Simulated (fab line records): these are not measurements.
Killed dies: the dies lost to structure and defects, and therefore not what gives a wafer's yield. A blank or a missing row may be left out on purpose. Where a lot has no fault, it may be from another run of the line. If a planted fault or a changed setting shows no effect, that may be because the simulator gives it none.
Which tool was responsible? :: flow nand harc :: 12 lots, 36 wafers sampled, at 4 steps of a route of 1302

## WHAT THE GAUGES READ, wafer by wafer
No reading from a measuring or inspecting step in the record can be judged against a usual standard deviation.

## WHICH TOOL RAN EACH LOT (tool, then ch and the chambers of the sampled wafers, then the start)
lot: L438
NHARC_A_STAIRCASE_DEP_156: pecvd-01 ch 0,2, day 15 16:26
NHARC_A_STAIRCASE_ETCH_19: rie diel-05 ch 1,3, day 15 21:13 or earlier
NHARC_A_STAIRCASE_TRIM_24: rie diel-05 ch 0,2, day 15 21:13 or earlier
NHARC_A_STAIRCASE_ETCH_25: rie diel-05 ch 1,2, day 15 21:13

lot: L439
NHARC_A_STAIRCASE_DEP_156: pecvd-02 ch 1,2, day 15 16:28
NHARC_A_STAIRCASE_ETCH_19: rie diel-12 ch 1,2, day 15 21:05 or earlier
NHARC_A_STAIRCASE_TRIM_24: rie diel-12 ch 1,2,3, day 15 21:05 or earlier
NHARC_A_STAIRCASE_ETCH_25: rie diel-12 ch 0,3, day 15 21:05

lot: L440
NHARC_A_STAIRCASE_DEP_156: pecvd-02 ch 0,2, day 16 16:16
NHARC_A_STAIRCASE_ETCH_19: rie diel-12 ch 1,2, day 16 20:52 or earlier
NHARC_A_STAIRCASE_TRIM_24: rie diel-05 ch 1,2,3, day 16 20:52 or earlier
NHARC_A_STAIRCASE_ETCH_25: rie diel-05 ch 1,2,3, day 16 20:52

lot: L441
NHARC_A_STAIRCASE_DEP_156: pecvd-01 ch 0,1, day 17 00:20
NHARC_A_STAIRCASE_ETCH_19: rie diel-03 ch 0,1,2, day 17 04:54 or earlier
NHARC_A_STAIRCASE_TRIM_24: rie diel-12 ch 0,2, day 17 04:54 or earlier
NHARC_A_STAIRCASE_ETCH_25: rie diel-12 ch 0,3, day 17 04:54

lot: L452
NHARC_A_STAIRCASE_DEP_156: pecvd-04 ch 0,1, day 21 17:53
NHARC_A_STAIRCASE_ETCH_19: rie diel-12 ch 1,3, day 21 22:36 or earlier
NHARC_A_STAIRCASE_TRIM_24: rie diel-12 ch 2,3, day 21 22:36 or earlier
NHARC_A_STAIRCASE_ETCH_25: rie diel-12 ch 1,2,3, day 21 22:36

lot: L451
NHARC_A_STAIRCASE_DEP_156: pecvd-02 ch 0,1, day 21 18:05
NHARC_A_STAIRCASE_ETCH_19: rie diel-03 ch 1,2, day 21 23:37 or earlier
NHARC_A_STAIRCASE_TRIM_24: rie diel-12 ch 1,2,3, day 21 23:37 or earlier
NHARC_A_STAIRCASE_ETCH_25: rie diel-12 ch 2,3, day 21 23:37

lot: L453
NHARC_A_STAIRCASE_DEP_156: pecvd-04 ch 0,2, day 22 04:53
NHARC_A_STAIRCASE_ETCH_19: rie diel-05 ch 1,2,3, day 22 10:05 or earlier
NHARC_A_STAIRCASE_TRIM_24: rie diel-05 ch 0,2,3, day 22 10:05 or earlier
NHARC_A_STAIRCASE_ETCH_25: rie diel-05 ch 0,1,2, day 22 10:05

lot: L455
NHARC_A_STAIRCASE_DEP_156: pecvd-01 ch 0,2, day 22 17:10
NHARC_A_STAIRCASE_ETCH_19: rie diel-05 ch 0,2, day 22 21:55 or earlier
NHARC_A_STAIRCASE_TRIM_24: rie diel-05 ch 1,2, day 22 21:55 or earlier
NHARC_A_STAIRCASE_ETCH_25: rie diel-05 ch 0,2, day 22 21:55

lot: L456
NHARC_A_STAIRCASE_DEP_156: pecvd-02 ch 1,2, day 23 13:59
NHARC_A_STAIRCASE_ETCH_19: rie diel-03 ch 1,2,3, day 23 19:52 or earlier
NHARC_A_STAIRCASE_TRIM_24: rie diel-03 ch 1,2,3, day 23 19:52 or earlier
NHARC_A_STAIRCASE_ETCH_25: rie diel-03 ch 1,2,3, day 23 19:52

lot: L458
NHARC_A_STAIRCASE_DEP_156: pecvd-02 ch 0,1, day 24 11:03
NHARC_A_STAIRCASE_ETCH_19: rie diel-03 ch 1,3, day 24 15:36 or earlier
NHARC_A_STAIRCASE_TRIM_24: rie diel-05 ch 1,2, day 24 15:36 or earlier
NHARC_A_STAIRCASE_ETCH_25: rie diel-05 ch 0,1,3, day 24 15:36

lot: L461
NHARC_A_STAIRCASE_DEP_156: pecvd-02 ch 0,1,2, day 24 22:46
NHARC_A_STAIRCASE_ETCH_19: rie diel-05 ch 1,2,3, day 25 04:03 or earlier
NHARC_A_STAIRCASE_TRIM_24: rie diel-05 ch 0,1,3, day 25 04:03 or earlier
NHARC_A_STAIRCASE_ETCH_25: rie diel-05 ch 0,1,3, day 25 04:03

lot: L460
NHARC_A_STAIRCASE_DEP_156: pecvd-04 ch 0,1, day 24 23:07
NHARC_A_STAIRCASE_ETCH_19: rie diel-05 ch 0,1, day 25 04:14 or earlier
NHARC_A_STAIRCASE_TRIM_24: rie diel-03 ch 1,2,3, day 25 04:14 or earlier
NHARC_A_STAIRCASE_ETCH_25: rie diel-03 ch 2,3, day 25 04:14
- NHARC_A_STAIRCASE_DEP_156: deposits SiNx, target thk 50 nm.
- NHARC_A_STAIRCASE_ETCH_19: etches the open film in C4F8/O2, target depth 100 nm, time 40.5 s.
- NHARC_A_STAIRCASE_TRIM_24: chemistry O2, time 211.2 s.
- NHARC_A_STAIRCASE_ETCH_25: etches the open film in C4F8/O2, target depth 100 nm, time 40.5 s.

## WHAT THE TOOLS THEMSELVES READ (means of the sampled wafers that have a number; where no wafer has one, the mark that the record gives instead)
NHARC_A_STAIRCASE_DEP_156. Usual: heater power w 699 W, standard deviation 65; susceptor temp C 400.02 C, standard deviation 0.23.
lot: L438
tool: pecvd-01
heater power w (W): 719
susceptor temp C (C): 400.27
flag: 

lot: L439
tool: pecvd-02
heater power w (W): 654
susceptor temp C (C): 399.90
flag: 

lot: L440
tool: pecvd-02
heater power w (W): 688
susceptor temp C (C): 400.14
flag: 

lot: L441
tool: pecvd-01
heater power w (W): 653
susceptor temp C (C): 400.04
flag: 

lot: L452
tool: pecvd-04
heater power w (W): 739
susceptor temp C (C): 400.18
flag: 

lot: L451
tool: pecvd-02
heater power w (W): 699
susceptor temp C (C): 399.90
flag: 

lot: L453
tool: pecvd-04
heater power w (W): 756
susceptor temp C (C): 400.00
flag: 

lot: L455
tool: pecvd-01
heater power w (W): 702
susceptor temp C (C): 400.17
flag: 

lot: L456
tool: pecvd-02
heater power w (W): 676
susceptor temp C (C): 399.74
flag: 

lot: L458
tool: pecvd-02
heater power w (W): 696
susceptor temp C (C): 399.74
flag: 

lot: L461
tool: pecvd-02
heater power w (W): 729
susceptor temp C (C): 399.85
flag: 

lot: L460
tool: pecvd-04
heater power w (W): 687
susceptor temp C (C): 400.18
flag: 

NHARC_A_STAIRCASE_ETCH_19. Usual: oes product au 0.942 a.u., standard deviation 0.011; rf vpp V 895 V, standard deviation 4.6; run length s 61.7 s, standard deviation 0.39.
lot: L438
tool: rie diel-05
oes product au (a.u.): 0.936
rf vpp V (V): 892
run length s (s): 61.8
flag: 

lot: L439
tool: rie diel-12
oes product au (a.u.): 0.947
rf vpp V (V): 897
run length s (s): 61.5
flag: 

lot: L440
tool: rie diel-12
oes product au (a.u.): 0.946
rf vpp V (V): 897
run length s (s): 61.3
flag: 

lot: L441
tool: rie diel-03
oes product au (a.u.): 0.946
rf vpp V (V): 898
run length s (s): 62.1
flag: 

lot: L452
tool: rie diel-12
oes product au (a.u.): 0.946
rf vpp V (V): 891
run length s (s): 62.0
flag: 

lot: L451
tool: rie diel-03
oes product au (a.u.): 0.936
rf vpp V (V): 896
run length s (s): 62.1
flag: 

lot: L453
tool: rie diel-05
oes product au (a.u.): 0.936
rf vpp V (V): 894
run length s (s): 61.6
flag: 

lot: L455
tool: rie diel-05
oes product au (a.u.): 0.948
rf vpp V (V): 895
run length s (s): 61.6
flag: 

lot: L456
tool: rie diel-03
oes product au (a.u.): 0.948
rf vpp V (V): 899
run length s (s): 61.7
flag: 

lot: L458
tool: rie diel-03
oes product au (a.u.): 0.937
rf vpp V (V): 899
run length s (s): 61.4
flag: 

lot: L461
tool: rie diel-05
oes product au (a.u.): 0.927
rf vpp V (V): 893
run length s (s): 61.5
flag: 

lot: L460
tool: rie diel-05
oes product au (a.u.): 0.925
rf vpp V (V): 888
run length s (s): 61.7
flag: 

NHARC_A_STAIRCASE_TRIM_24. Usual: drypump motor current A 5.9 A, standard deviation 0.37; oes product au 1.000 a.u., standard deviation 0.0097; rf vpp V 57.7 V, standard deviation 0.85; showerhead plenum p Torr 3.49 Torr, standard deviation 0.12; throttle valve pct 17.036 %, standard deviation 0.0087.
lot: L438
tool: rie diel-05
drypump motor current A (A): 5.6
oes product au (a.u.): 0.998
rf vpp V (V): 57.9
showerhead plenum p Torr (Torr): 3.51
throttle valve pct (%): 17.039
flag: 

lot: L439
tool: rie diel-12
drypump motor current A (A): 6.0
oes product au (a.u.): 0.994
rf vpp V (V): 57.8
showerhead plenum p Torr (Torr): 3.49
throttle valve pct (%): 17.039
flag: 

lot: L440
tool: rie diel-05
drypump motor current A (A): 5.8
oes product au (a.u.): 0.991
rf vpp V (V): 57.7
showerhead plenum p Torr (Torr): 3.49
throttle valve pct (%): 17.034
flag: 

lot: L441
tool: rie diel-12
drypump motor current A (A): 5.8
oes product au (a.u.): 1.014
rf vpp V (V): 57.2
showerhead plenum p Torr (Torr): 3.51
throttle valve pct (%): 17.040
flag: 

lot: L452
tool: rie diel-12
drypump motor current A (A): 5.8
oes product au (a.u.): 0.997
rf vpp V (V): 57.3
showerhead plenum p Torr (Torr): 3.46
throttle valve pct (%): 17.033
flag: 

lot: L451
tool: rie diel-12
drypump motor current A (A): 6.0
oes product au (a.u.): 1.000
rf vpp V (V): 57.9
showerhead plenum p Torr (Torr): 3.46
throttle valve pct (%): 17.042
flag: 

lot: L453
tool: rie diel-05
drypump motor current A (A): 5.6
oes product au (a.u.): 0.994
rf vpp V (V): 58.1
showerhead plenum p Torr (Torr): 3.53
throttle valve pct (%): 17.038
flag: 

lot: L455
tool: rie diel-05
drypump motor current A (A): 5.6
oes product au (a.u.): 0.985
rf vpp V (V): 57.2
showerhead plenum p Torr (Torr): 3.43
throttle valve pct (%): 17.028
flag: 

lot: L456
tool: rie diel-03
drypump motor current A (A): 5.5
oes product au (a.u.): 1.004
rf vpp V (V): 57.6
showerhead plenum p Torr (Torr): 3.62
throttle valve pct (%): 17.038
flag: 

lot: L458
tool: rie diel-05
drypump motor current A (A): 5.9
oes product au (a.u.): 0.996
rf vpp V (V): 58.0
showerhead plenum p Torr (Torr): 3.36
throttle valve pct (%): 17.039
flag: 

lot: L461
tool: rie diel-05
drypump motor current A (A): 5.8
oes product au (a.u.): 0.999
rf vpp V (V): 57.3
showerhead plenum p Torr (Torr): 3.45
throttle valve pct (%): 17.042
flag: 

lot: L460
tool: rie diel-03
drypump motor current A (A): 5.5
oes product au (a.u.): 1.007
rf vpp V (V): 57.5
showerhead plenum p Torr (Torr): 3.61
throttle valve pct (%): 17.042
flag: 

NHARC_A_STAIRCASE_ETCH_25. Usual: oes product au 0.944 a.u., standard deviation 0.012; rf vpp V 894 V, standard deviation 4.5; run length s 61.7 s, standard deviation 0.4.
lot: L438
tool: rie diel-05
oes product au (a.u.): 0.933
rf vpp V (V): 893
run length s (s): 62.0
flag: 

lot: L439
tool: rie diel-12
oes product au (a.u.): 0.944
rf vpp V (V): 890
run length s (s): 61.7
flag: 

lot: L440
tool: rie diel-05
oes product au (a.u.): 0.932
rf vpp V (V): 895
run length s (s): 61.6
flag: 

lot: L441
tool: rie diel-12
oes product au (a.u.): 0.960
rf vpp V (V): 891
run length s (s): 61.8
flag: 

lot: L452
tool: rie diel-12
oes product au (a.u.): 0.944
rf vpp V (V): 893
run length s (s): 60.8
flag: 

lot: L451
tool: rie diel-12
oes product au (a.u.): 0.938
rf vpp V (V): 891
run length s (s): 60.8
flag: 

lot: L453
tool: rie diel-05
oes product au (a.u.): 0.925
rf vpp V (V): 894
run length s (s): 61.6
flag: 

lot: L455
tool: rie diel-05
oes product au (a.u.): 0.954
rf vpp V (V): 895
run length s (s): 61.7
flag: 

lot: L456
tool: rie diel-03
oes product au (a.u.): 0.954
rf vpp V (V): 898
run length s (s): 61.6
flag: 

lot: L458
tool: rie diel-05
oes product au (a.u.): 0.948
rf vpp V (V): 893
run length s (s): 61.7
flag: 

lot: L461
tool: rie diel-05
oes product au (a.u.): 0.946
rf vpp V (V): 893
run length s (s): 61.5
flag: 

lot: L460
tool: rie diel-03
oes product au (a.u.): 0.963
rf vpp V (V): 898
run length s (s): 61.8
flag: 

## THE ANSWER, worked out from the rows above alone
Rule: lot off if the mean of its wafers having a number is beyond 3 standard deviations from the usual mean. A lot without any number at a reading at which 4 lots or more have one is off too. All remaining lots with rows at the step are treated as sound. Order of review: gauges by route order, followed by the tools' own readings, for which a lot's mean as printed above is used. At the first step where some lot is off, the reading lying furthest off is the one used; lots without a number count as furthest.
Nothing can be told from this: no lot is off at any reading shown.

## WHAT THE SIMULATOR PUT IN
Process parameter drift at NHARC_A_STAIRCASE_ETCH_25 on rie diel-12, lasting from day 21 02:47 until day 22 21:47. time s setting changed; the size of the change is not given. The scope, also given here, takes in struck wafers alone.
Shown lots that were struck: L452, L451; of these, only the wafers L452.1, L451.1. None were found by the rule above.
